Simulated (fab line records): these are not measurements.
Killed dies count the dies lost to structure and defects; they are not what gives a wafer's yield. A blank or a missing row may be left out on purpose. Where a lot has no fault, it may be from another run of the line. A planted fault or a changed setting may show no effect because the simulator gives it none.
Split-lot trial -- flow n5_finfet -- 7 lots, 21 wafers read, on a route of 1938 steps

THE SPLIT
At N5_BEOL_M6_ETCH_62 (etches SOC in N2/H2, target depth 110 nm, overetch 22 nm, time 165 s), the setting time_s was moved away from the recipe's 165 s on 7 of the 21 wafers read, by -7.8% to +22.2%. For the rest of the wafers, this setting stayed at what the recipe calls for.

FROM THE SPLIT TO THE READING: what the file shows between them, 2 steps
- N5_BEOL_M6_STRIP_68: strips in N2/H2
- N5_BEOL_M6_STRIP_67: strips in CF4

THE READING
etch.depth_nm (the simulator's own value, which no gauge read), in nm, at N5_BEOL_M6_HM_OPEN_17 (chemistry Cl2/BCl3, target TiN, target depth 20 nm, overetch 6 nm). The file does not state a usual value for it. Here, 14 wafers ran the recipe; their average is 19.91 nm with a standard deviation of 0.15 nm.

wafer,"tool, chamber at the split","time_s as run, s",against the recipe,"etch.depth_nm, nm",against lot-mates on the recipe
L075.1,"rie_diel-01, 3,2",152.1,-7.8%,20.04,no lot-mate on the recipe
L075.3,"rie_diel-01, 1",152.1,-7.8%,20.13,no lot-mate on the recipe
L075.4,"rie_diel-01, 3,2",152.1,-7.8%,20.09,no lot-mate on the recipe
L077.1,"rie_diel-03, 2",201.6,+22.2%,16.31,-3.61
L077.2,"rie_diel-03, 0",165,recipe,20.01,-
L077.6,"rie_diel-03, 2",165,recipe,19.82,-
L083.3,"rie_diel-01, 2",165,recipe,20.09,-
L083.4,"rie_diel-01, 3",165,recipe,19.96,-
L083.6,"rie_diel-01, 1",165,recipe,20.08,-
L090.1,"rie_diel-01, 1",153.2,-7.2%,19.66,-0.08
L090.4,"rie_diel-01, 0",165,recipe,19.74,-
L090.5,"rie_diel-01, 1",153.2,-7.2%,19.71,-0.03
L091.1,"rie_diel-03, 0",165,recipe,20.02,-
L091.4,"rie_diel-03, 0",165,recipe,20.04,-
L091.5,"rie_diel-03, 1",184.6,+11.9%,18.15,-1.88
L094.3,"rie_diel-01, 3,0,1",165,recipe,20.06,-
L094.5,"rie_diel-01, 3,0,1",165,recipe,19.96,-
L094.6,"rie_diel-01, 3,0,1",165,recipe,19.81,-
L095.2,"rie_diel-04, 0",165,recipe,19.86,-
L095.4,"rie_diel-04, 1",165,recipe,19.59,-
L095.6,"rie_diel-04, 2",165,recipe,19.76,-
If several chambers appear in one row, that row covers several wafers at once and the file leaves open which wafer was in which chamber.

THE FIT
A straight line over all 21 wafers: etch.depth_nm changes by -0.112 nm for each +1% of time_s; r = -0.87; the points scatter about the line by 0.45 nm.
The same after taking each lot's own level away (the mean of its wafers on the recipe; 18 wafers): -0.134 nm for each +1%; r = -0.92; scatter 0.37 nm.
On that fit, the largest move of time_s shifts the reading by 3 nm.
Measured against the standard deviation above, the lots' own levels, which go from 19.737 to 20.043 nm, span 2.1 times it.
So the slope is not independent of the lot-to-lot level: the two fits are not the same.
Check: with one of the wafers moved furthest among these (+22.2%) left out of the fit, the line predicts -2.12 nm for it against its lot-mates. Against them it came out at -3.61 nm.

THESE WAFERS: OTHER SPLITS
Note: prior to the reading, these wafers also went through further splits. Each is held against what the fit with the lots' levels taken away leaves over:
other split on the same wafers,wafers away from the commonest value,r with etch.depth_nm (lot level and that fit taken away)
N5_BEOL_M3_VIA_ETCH_34 time_s,6,-0.23
N5_BEOL_M3_TRENCH_ETCH_37 bias_w,6,+0.45
N5_BEOL_M4_COAT_62 spin_rpm,8,+0.19
N5_BEOL_M4_EXPOSE_08 dose_mj,6,+0.26
N5_BEOL_M5_COAT_60 spin_rpm,7,+0.00
N5_BEOL_M5_COAT_71 spin_rpm,4,-0.30

THE WHOLE CHAIN: every reading that the file lists as answering this split, in the file's order
step,what it does,reading,change (the file's fit),r (the file's)
N5_BEOL_M6_ETCH_62,"etches SOC in N2/H2, target depth 110 nm, overetch 22 nm, time 165 s","SiARC_of_BEOL_M6_COAT_60.thk_nm (the simulator's own value, which no gauge read)",-0.0732 nm for each +1% of the setting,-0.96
N5_BEOL_M6_HM_OPEN_17,"chemistry Cl2/BCl3, target TiN, target depth 20 nm, overetch 6 nm","etch.depth_nm (the simulator's own value, which no gauge read)",-0.149 nm for each +1% of the setting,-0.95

FILE'S OWN FIT
etch.depth_nm changes by -0.149 nm for each +1% of time_s, r = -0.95.
